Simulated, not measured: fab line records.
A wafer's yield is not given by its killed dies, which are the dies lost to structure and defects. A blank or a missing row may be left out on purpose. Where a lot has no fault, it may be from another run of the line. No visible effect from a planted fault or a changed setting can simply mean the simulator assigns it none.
Which tool did it? :: flow nandHarc :: 36 wafers from 12 lots sampled at 5 of the route's 1159 steps

## WHAT THE GAUGES SHOWED, per wafer
NHARC_P_BONDPAD_THK_MEAS_33: measures by ellipsometry. Usual: thkNm reads 200.5 nm (standard deviation 1.5).
lot: L357
measured: day 6 21:36
on: filmMetro-02
thkNm (nm): 199.8 199.3 200.9
flag: 

lot: L359
measured: day 7 08:24
on: filmMetro-02
thkNm (nm): 198.9 197.6 198.5
flag: 

lot: L363
measured: day 8 02:45
on: filmMetro-01
thkNm (nm): 200.1 199.8 199.0
flag: 

lot: L365
measured: day 8 12:59
on: filmMetro-01
thkNm (nm): 199.2 200.1 201.1
flag: 

lot: L366
measured: day 8 18:35
on: filmMetro-01
thkNm (nm): 200.4 199.4 202.2
flag: 

lot: L369
measured: day 9 10:19
on: filmMetro-02
thkNm (nm): 201.1 202.2 199.8
flag: 

lot: L368
measured: day 9 11:09
on: filmMetro-01
thkNm (nm): 200.9 199.7 199.7
flag: 

lot: L371
measured: day 10 04:01
on: filmMetro-01
thkNm (nm): 201.2 201.9 201.4
flag: 

lot: L373
measured: day 10 05:32
on: filmMetro-02
thkNm (nm): 200.2 199.9 200.1
flag: 

lot: L370
measured: day 10 05:48
on: filmMetro-01
thkNm (nm): 199.9 200.8 203.0
flag: 

lot: L372
measured: day 10 10:50
on: filmMetro-02
thkNm (nm): 198.8 201.5 201.2
flag: 

lot: L374
measured: day 10 16:39
on: filmMetro-02
thkNm (nm): 201.2 198.9 201.8
flag: 

NHARC_END_SORT_01. Usual: defectLimitedYield 95.7 %, standard deviation 1.2; killedAtArray 25, standard deviation 7.8; killedAtOther 0.6, standard deviation 0.81; killedAtPeriphery 3.3, standard deviation 2.2; killedDies 29, standard deviation 8.2; killedOpen 3.5, standard deviation 1.9; killedShort 1.8, standard deviation 1.3; sort_bin_2_pct 1.3 %, standard deviation 0.5; sort_bin_3_pct 0.23 %, standard deviation 0.21; sort_bin_4_pct 2.8 %, standard deviation 0.9; sortNPass 648, standard deviation 8.2; sortRimYieldPct 94.3 %, standard deviation 2.8; sortYieldPct 95.7 %, standard deviation 1.2.
lot: L363
measured: day 21 12:38
on: prober-02
defectLimitedYield (%): 94.1
killedAtArray: 35
killedAtOther: 1
killedAtPeriphery: 4
killedDies: 40
killedOpen: 7
killedShort: 3
sort_bin_2_pct (%): 1.8
sort_bin_3_pct (%): 0
sort_bin_4_pct (%): 4.1
sortNPass: 637
sortRimYieldPct (%): 92.5
sortYieldPct (%): 94.1
flag: 

lot: L365
measured: day 21 18:49
on: prober-02
defectLimitedYield (%): 95.6 96.0 94.8
killedAtArray: 26 23 31
killedAtOther: 1 2 1
killedAtPeriphery: 3 2 3
killedDies: 30 27 35
killedOpen: 5 3 8
killedShort: 2 0 1
sort_bin_2_pct (%): 1.3 1.0 1.6
sort_bin_3_pct (%): 0 0 0.44
sort_bin_4_pct (%): 3.1 3.0 3.1
sortNPass: 647 650 642
sortRimYieldPct (%): 92.5 92.5 91.5
sortYieldPct (%): 95.6 96.0 94.8
flag: 

lot: L366
measured: day 21 11:51
on: prober-01
defectLimitedYield (%): 95.1
killedAtArray: 29
killedAtOther: 0
killedAtPeriphery: 4
killedDies: 33
killedOpen: 6
killedShort: 1
sort_bin_2_pct (%): 1.9
sort_bin_3_pct (%): 0.15
sort_bin_4_pct (%): 2.8
sortNPass: 644
sortRimYieldPct (%): 92.5
sortYieldPct (%): 95.1
flag: 

lot: L368
measured: day 22 05:06
on: prober-02
defectLimitedYield (%): 95.0
killedAtArray: 33
killedAtOther: 0
killedAtPeriphery: 1
killedDies: 34
killedOpen: 5
killedShort: 2
sort_bin_2_pct (%): 1.0
sort_bin_3_pct (%): 0.15
sort_bin_4_pct (%): 3.8
sortNPass: 643
sortRimYieldPct (%): 97.2
sortYieldPct (%): 95.0
flag: 

lot: L372
measured: day 23 19:43
on: prober-01
defectLimitedYield (%): 0.9 95.3 1.8
killedAtArray: 29 27 40
killedAtOther: 1 1 1
killedAtPeriphery: 641 4 624
killedDies: 671 32 665
killedOpen: 6 5 1
killedShort: 0 4 0
sort_bin_2_pct (%): 95.6 2.1 94.1
sort_bin_3_pct (%): 0.15 0.44 0.15
sort_bin_4_pct (%): 3.4 2.2 4.0
sortNPass: 6 645 12
sortRimYieldPct (%): 2.8 96.2 7.5
sortYieldPct (%): 0.9 95.3 1.8
flag: OFF

lot: L374
measured: day 23 13:16
on: prober-02
defectLimitedYield (%): 96.5 96.5 2.2
killedAtArray: 21 22 23
killedAtOther: 1 0 0
killedAtPeriphery: 2 2 639
killedDies: 24 24 662
killedOpen: 4 3 3
killedShort: 1 1 2
sort_bin_2_pct (%): 1.6 1.2 95.4
sort_bin_3_pct (%): 0 0.30 0.15
sort_bin_4_pct (%): 1.9 2.1 2.2
sortNPass: 653 653 15
sortRimYieldPct (%): 90.6 94.3 8.5
sortYieldPct (%): 96.5 96.5 2.2
flag: OFF

## TOOL THAT RAN EACH LOT (tool first, then ch and the chambers of the sampled wafers, then the start)
lot: L357
NHARC_P_M2_PRE_CLEAN_32: pecvd-03 ch 0,1,2, day 6 20:28
NHARC_P_BONDPAD_ETCH_12: rieDiel-04 ch 2,3, day 6 22:34
NHARC_P_BONDPAD_DEGAS_25: pvdSputter-02, day 6 23:20

lot: L359
NHARC_P_M2_PRE_CLEAN_32: pecvd-01 ch 0,1,2, day 7 07:18
NHARC_P_BONDPAD_ETCH_12: rieDiel-04 ch 2,3, day 7 09:14
NHARC_P_BONDPAD_DEGAS_25: pvdSputter-01, day 7 10:00

lot: L363
NHARC_P_M2_PRE_CLEAN_32: pecvd-04 ch 0,1,2, day 8 01:36
NHARC_P_BONDPAD_ETCH_12: rieDiel-06 ch 0,2,3, day 8 03:44
NHARC_P_BONDPAD_DEGAS_25: pvdSputter-03, day 8 04:30

lot: L365
NHARC_P_M2_PRE_CLEAN_32: pecvd-01 ch 0,2, day 8 11:52
NHARC_P_BONDPAD_ETCH_12: rieDiel-04 ch 2,3, day 8 13:49
NHARC_P_BONDPAD_DEGAS_25: pvdSputter-02, day 8 14:37

lot: L366
NHARC_P_M2_PRE_CLEAN_32: pecvd-03 ch 0,1,2, day 8 17:26
NHARC_P_BONDPAD_ETCH_12: rieDiel-04 ch 2,3, day 8 19:35
NHARC_P_BONDPAD_DEGAS_25: pvdSputter-01, day 8 20:20

lot: L369
NHARC_P_M2_PRE_CLEAN_32: pecvd-01 ch 0,1, day 9 09:11
NHARC_P_BONDPAD_ETCH_12: rieDiel-04 ch 0,1, day 9 11:16
NHARC_P_BONDPAD_DEGAS_25: pvdSputter-01, day 9 12:02

lot: L368
NHARC_P_M2_PRE_CLEAN_32: pecvd-01 ch 0,2, day 9 10:02
NHARC_P_BONDPAD_ETCH_12: rieDiel-04 ch 0,2, day 9 12:01
NHARC_P_BONDPAD_DEGAS_25: pvdSputter-03, day 9 12:49

lot: L371
NHARC_P_M2_PRE_CLEAN_32: pecvd-01 ch 0,1, day 10 02:41
NHARC_P_BONDPAD_ETCH_12: rieDiel-04 ch 0,1, day 10 05:00
NHARC_P_BONDPAD_DEGAS_25: pvdSputter-01, day 10 05:47

lot: L373
NHARC_P_M2_PRE_CLEAN_32: pecvd-01 ch 1,2, day 10 04:25
NHARC_P_BONDPAD_ETCH_12: rieDiel-04 ch 0,1,2, day 10 06:29
NHARC_P_BONDPAD_DEGAS_25: pvdSputter-03, day 10 07:28

lot: L370
NHARC_P_M2_PRE_CLEAN_32: pecvd-04 ch 1,2, day 10 04:29
NHARC_P_BONDPAD_ETCH_12: rieDiel-04 ch 0,1,2, day 10 06:46
NHARC_P_BONDPAD_DEGAS_25: pvdSputter-01, day 10 07:34

lot: L372
NHARC_P_M2_PRE_CLEAN_32: pecvd-04 ch 0,1,2, day 10 09:42
NHARC_P_BONDPAD_ETCH_12: rieDiel-04 ch 0,3, day 10 11:40
NHARC_P_BONDPAD_DEGAS_25: pvdSputter-03, day 10 12:26

lot: L374
NHARC_P_M2_PRE_CLEAN_32: pecvd-04 ch 0,1,2, day 10 15:30
NHARC_P_BONDPAD_ETCH_12: rieDiel-04 ch 0,1,3, day 10 17:46
NHARC_P_BONDPAD_DEGAS_25: pvdSputter-01, day 10 18:32
- NHARC_P_M2_PRE_CLEAN_32: time 12 s.
- NHARC_P_BONDPAD_ETCH_12: etches the open film in CHF3/O2, target depth 200 nm, time 100 s.
- NHARC_P_BONDPAD_DEGAS_25: time 60 s.

## AS READ BY THE TOOLS THEMSELVES (means over the sampled wafers that have a number; for cases with no such wafer, the mark the record gives instead)
NHARC_P_M2_PRE_CLEAN_32. Usual: heaterPowerW reads 598 W (standard deviation 100).
lot: L357
tool: pecvd-03
heaterPowerW (W): 552
flag: 

lot: L359
tool: pecvd-01
heaterPowerW (W): 609
flag: 

lot: L363
tool: pecvd-04
heaterPowerW (W): 621
flag: 

lot: L365
tool: pecvd-01
heaterPowerW (W): 541
flag: 

lot: L366
tool: pecvd-03
heaterPowerW (W): 621
flag: 

lot: L369
tool: pecvd-01
heaterPowerW (W): 610
flag: 

lot: L368
tool: pecvd-01
heaterPowerW (W): 542
flag: 

lot: L371
tool: pecvd-01
heaterPowerW (W): 671
flag: 

lot: L373
tool: pecvd-01
heaterPowerW (W): 532
flag: 

lot: L370
tool: pecvd-04
heaterPowerW (W): 717
flag: 

lot: L372
tool: pecvd-04
heaterPowerW (W): 581
flag: 

lot: L374
tool: pecvd-04
heaterPowerW (W): 604
flag: 

NHARC_P_BONDPAD_ETCH_12. Usual: drypumpMotorCurrentA 5.4 A, standard deviation 0.41; oesProductAu 0.927 a.u., standard deviation 0.02; rfFwdPowerW 496.4 W, standard deviation 1.6; rfVppV 371.4 V, standard deviation 1.7; showerheadPlenumPTorr 2.44 Torr, standard deviation 0.066; throttleValvePct 20.572 %, standard deviation 0.0091.
lot: L357
tool: rieDiel-04
drypumpMotorCurrentA (A): 5.0
oesProductAu (a.u.): 0.955
rfFwdPowerW (W): 495.5
rfVppV (V): 371.7
showerheadPlenumPTorr (Torr): 2.47
throttleValvePct (%): 20.564
flag: 

lot: L359
tool: rieDiel-04
drypumpMotorCurrentA (A): 5.1
oesProductAu (a.u.): 0.918
rfFwdPowerW (W): 495.2
rfVppV (V): 371.9
showerheadPlenumPTorr (Torr): 2.47
throttleValvePct (%): 20.570
flag: 

lot: L363
tool: rieDiel-06
drypumpMotorCurrentA (A): 5.3
oesProductAu (a.u.): 0.917
rfFwdPowerW (W): 495.0
rfVppV (V): 372.5
showerheadPlenumPTorr (Torr): 2.51
throttleValvePct (%): 20.579
flag: 

lot: L365
tool: rieDiel-04
drypumpMotorCurrentA (A): 5.0
oesProductAu (a.u.): 0.910
rfFwdPowerW (W): 497.0
rfVppV (V): 371.8
showerheadPlenumPTorr (Torr): 2.47
throttleValvePct (%): 20.579
flag: 

lot: L366
tool: rieDiel-04
drypumpMotorCurrentA (A): 5.1
oesProductAu (a.u.): 0.914
rfFwdPowerW (W): 496.2
rfVppV (V): 372.0
showerheadPlenumPTorr (Torr): 2.47
throttleValvePct (%): 20.574
flag: 

lot: L369
tool: rieDiel-04
drypumpMotorCurrentA (A): 5.5
oesProductAu (a.u.): 0.953
rfFwdPowerW (W): 497.0
rfVppV (V): 369.9
showerheadPlenumPTorr (Torr): 2.39
throttleValvePct (%): 20.566
flag: 

lot: L368
tool: rieDiel-04
drypumpMotorCurrentA (A): 5.2
oesProductAu (a.u.): 0.920
rfFwdPowerW (W): 495.9
rfVppV (V): 371.7
showerheadPlenumPTorr (Torr): 2.47
throttleValvePct (%): 20.572
flag: 

lot: L371
tool: rieDiel-04
drypumpMotorCurrentA (A): 5.5
oesProductAu (a.u.): 0.905
rfFwdPowerW (W): 495.0
rfVppV (V): 370.8
showerheadPlenumPTorr (Torr): 2.39
throttleValvePct (%): 20.586
flag: 

lot: L373
tool: rieDiel-04
drypumpMotorCurrentA (A): 5.4
oesProductAu (a.u.): 0.952
rfFwdPowerW (W): 495.4
rfVppV (V): 372.3
showerheadPlenumPTorr (Torr): 2.43
throttleValvePct (%): 20.573
flag: 

lot: L370
tool: rieDiel-04
drypumpMotorCurrentA (A): 5.4
oesProductAu (a.u.): 0.908
rfFwdPowerW (W): 497.2
rfVppV (V): 370.9
showerheadPlenumPTorr (Torr): 2.43
throttleValvePct (%): 20.571
flag: 

lot: L372
tool: rieDiel-04
drypumpMotorCurrentA (A): 5.8
oesProductAu (a.u.): 0.873
rfFwdPowerW (W): 455.9
rfVppV (V): 371.3
showerheadPlenumPTorr (Torr): 2.46
throttleValvePct (%): 20.571
flag: OFF

lot: L374
tool: rieDiel-04
drypumpMotorCurrentA (A): 5.5
oesProductAu (a.u.): 0.894
rfFwdPowerW (W): 475.4
rfVppV (V): 371.8
showerheadPlenumPTorr (Torr): 2.43
throttleValvePct (%): 20.576
flag: OFF

NHARC_P_BONDPAD_DEGAS_25. Usual: heaterPowerW reads 476 W (standard deviation 45).
lot: L357
tool: pvdSputter-02
heaterPowerW (W): 471
flag: 

lot: L359
tool: pvdSputter-01
heaterPowerW (W): 457
flag: 

lot: L363
tool: pvdSputter-03
heaterPowerW (W): 521
flag: 

lot: L365
tool: pvdSputter-02
heaterPowerW (W): 477
flag: 

lot: L366
tool: pvdSputter-01
heaterPowerW (W): 447
flag: 

lot: L369
tool: pvdSputter-01
heaterPowerW (W): 453
flag: 

lot: L368
tool: pvdSputter-03
heaterPowerW (W): 517
flag: 

lot: L371
tool: pvdSputter-01
heaterPowerW (W): 422
flag: 

lot: L373
tool: pvdSputter-03
heaterPowerW (W): 520
flag: 

lot: L370
tool: pvdSputter-01
heaterPowerW (W): 414
flag: 

lot: L372
tool: pvdSputter-03
heaterPowerW (W): 508
flag: 

lot: L374
tool: pvdSputter-01
heaterPowerW (W): 421
flag: 

## THE ANSWER, worked out from the rows above alone
Rule: a lot is off if the mean of its wafers that have a number lies more than 3 standard deviations from the usual mean. A lot without any number at a reading at which 4 lots or more have one is off too. Any other lot the step has rows for is counted as sound. The gauges are gone through in route order, then the tools' own readings, and for those a lot's mean is taken as printed above. At the first step where some lot is off, the reading lying furthest off is the one used; lots without a number count as furthest.
Off: L372, L374 (NHARC_END_SORT_01, killedAtPeriphery). Neither off nor sound, because the step has no rows for them: L357, L359, L369, L371, L373, L370.
A tool fits if, at a process step before that reading, it ran every lot that is off, and no sound lot after the first of them. Not tried: the gauges at NHARC_END_SORT_01; whatever is off there is also off at NHARC_P_BONDPAD_ETCH_12, on other tools, and gauge error can't account for it. Can't be told from this: 2 tools fit, pecvd-04 at NHARC_P_M2_PRE_CLEAN_32, rieDiel-04 at NHARC_P_BONDPAD_ETCH_12.

## WHAT THE SIMULATOR PUT IN
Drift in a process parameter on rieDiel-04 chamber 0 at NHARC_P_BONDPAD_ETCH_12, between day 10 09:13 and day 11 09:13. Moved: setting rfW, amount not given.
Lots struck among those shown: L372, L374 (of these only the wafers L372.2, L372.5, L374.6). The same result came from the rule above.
